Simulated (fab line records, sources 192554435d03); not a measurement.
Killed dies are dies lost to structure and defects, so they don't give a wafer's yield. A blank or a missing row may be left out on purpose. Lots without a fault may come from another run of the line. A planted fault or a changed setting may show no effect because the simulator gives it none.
Split-lot experiment | flow n5_finfet | 7 lots, 21 wafers read, on a route of 1938 steps

THE SPLIT
At N5_SD_EPI_P_COAT_35 (time 60 s, resist thk 35 nm), the setting spin_rpm was moved away from the recipe's 1500 rpm on 6 of the 21 wafers read, by -10.4% to +9.2%. The other wafers ran this setting at the recipe's value.

FROM THE SPLIT TO THE READING: what the file shows between them, 3 steps
- N5_SD_EPI_P_COAT_03: resist thk 150 nm
- N5_SD_EPI_P_EBR_05
- N5_SD_EPI_P_DESCUM_14: chemistry O2, time 7.9 s

THE READING
CAR-ArF-block_of_SD_EPI_P_COAT_03.thk_nm (the simulator's own value, which no gauge read), in nm, at N5_SD_EPI_P_ETCH_36 (etches SiARC in CF4, target depth 45.5 nm, time 75.8 s). The file gives no usual value for it. The 15 wafers here that ran the recipe average 111.1 nm, standard deviation 0.63 nm.

wafer  | tool, chamber at the split | spin_rpm as run, rpm | against the recipe | CAR-ArF-block_of_SD_EPI_P_COAT_03.thk_nm, nm | against lot-mates on the recipe
L078.2 | litho_track-01, 0          | 1500                 | recipe             | 112.4                                        | -
L078.5 | litho_track-01, 0          | 1500                 | recipe             | 112.4                                        | -
L078.6 | litho_track-01, 0          | 1500                 | recipe             | 111.6                                        | -
L081.1 | litho_track-02, 0          | 1344                 | -10.4%             | 108.6                                        | -2.2
L081.4 | litho_track-02, 0          | 1500                 | recipe             | 110.6                                        | -
L081.5 | litho_track-02, 0          | 1500                 | recipe             | 111                                          | -
L083.1 | litho_track-02, 0          | 1500                 | recipe             | 110.8                                        | -
L083.2 | litho_track-02, 0          | 1409                 | -6.1%              | 110                                          | -0.7
L083.3 | litho_track-02, 0          | 1500                 | recipe             | 110.6                                        | -
L088.4 | litho_track-03, 0          | 1500                 | recipe             | 111.4                                        | -
L088.5 | litho_track-03, 0          | 1576                 | +5.1%              | 111.8                                        | +0.4
L088.6 | litho_track-03, 0          | 1576                 | +5.1%              | 111.6                                        | +0.2
L089.2 | litho_track-01, 0          | 1638                 | +9.2%              | 112                                          | +1.4
L089.3 | litho_track-01, 0          | 1500                 | recipe             | 110.6                                        | -
L089.5 | litho_track-01, 0          | 1638                 | +9.2%              | 112                                          | +1.4
L090.1 | litho_track-03, 0          | 1500                 | recipe             | 111.2                                        | -
L090.2 | litho_track-03, 0          | 1500                 | recipe             | 110.8                                        | -
L090.4 | litho_track-03, 0          | 1500                 | recipe             | 110.4                                        | -
L093.1 | litho_track-03, 0          | 1500                 | recipe             | 110.6                                        | -
L093.2 | litho_track-03, 0          | 1500                 | recipe             | 111                                          | -
L093.6 | litho_track-03, 0          | 1500                 | recipe             | 110.4                                        | -

THE FIT
A straight line over all 21 wafers: CAR-ArF-block_of_SD_EPI_P_COAT_03.thk_nm changes by +0.156 nm for each +1% of spin_rpm; r = +0.75; the points scatter about the line by 0.6 nm.
The same after taking each lot's own level away (the mean of its wafers on the recipe; 21 wafers): +0.155 nm for each +1%; r = +0.91; scatter 0.31 nm.
On that fit, the largest move of spin_rpm shifts the reading by 1.6 nm.
The lots' own levels span 110.60 to 112.13 nm, that is 2.4 times the standard deviation above.
So the lot-to-lot level blurs the effect unless lot-mates are compared.
Check: with one of the wafers moved furthest among these (-10.4%) left out of the fit, the line predicts -1.35 nm for it against its lot-mates. It came out at -2.2 nm against them.

THE WHOLE CHAIN: every reading that the file lists as answering this split, in the file's order
step                | what it does                                           | reading                                                                                   | change (the file's fit)               | r (the file's)
N5_SD_EPI_P_COAT_35 | time 60 s, resist thk 35 nm                            | SiARC_of_SD_EPI_P_COAT_35.thk_nm (the simulator's own value, which no gauge read)         | -0.177 nm for each +1% of the setting | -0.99
N5_SD_EPI_P_ETCH_36 | etches SiARC in CF4, target depth 45.5 nm, time 75.8 s | etch.depth_nm (the simulator's own value, which no gauge read)                            | -0.181 nm for each +1% of the setting | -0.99
N5_SD_EPI_P_ETCH_36 | etches SiARC in CF4, target depth 45.5 nm, time 75.8 s | CAR-ArF-block_of_SD_EPI_P_COAT_03.thk_nm (the simulator's own value, which no gauge read) | +0.163 nm for each +1% of the setting | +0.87

THE FILE'S OWN FIT
CAR-ArF-block_of_SD_EPI_P_COAT_03.thk_nm changes by +0.163 nm for each +1% of spin_rpm, r = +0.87.
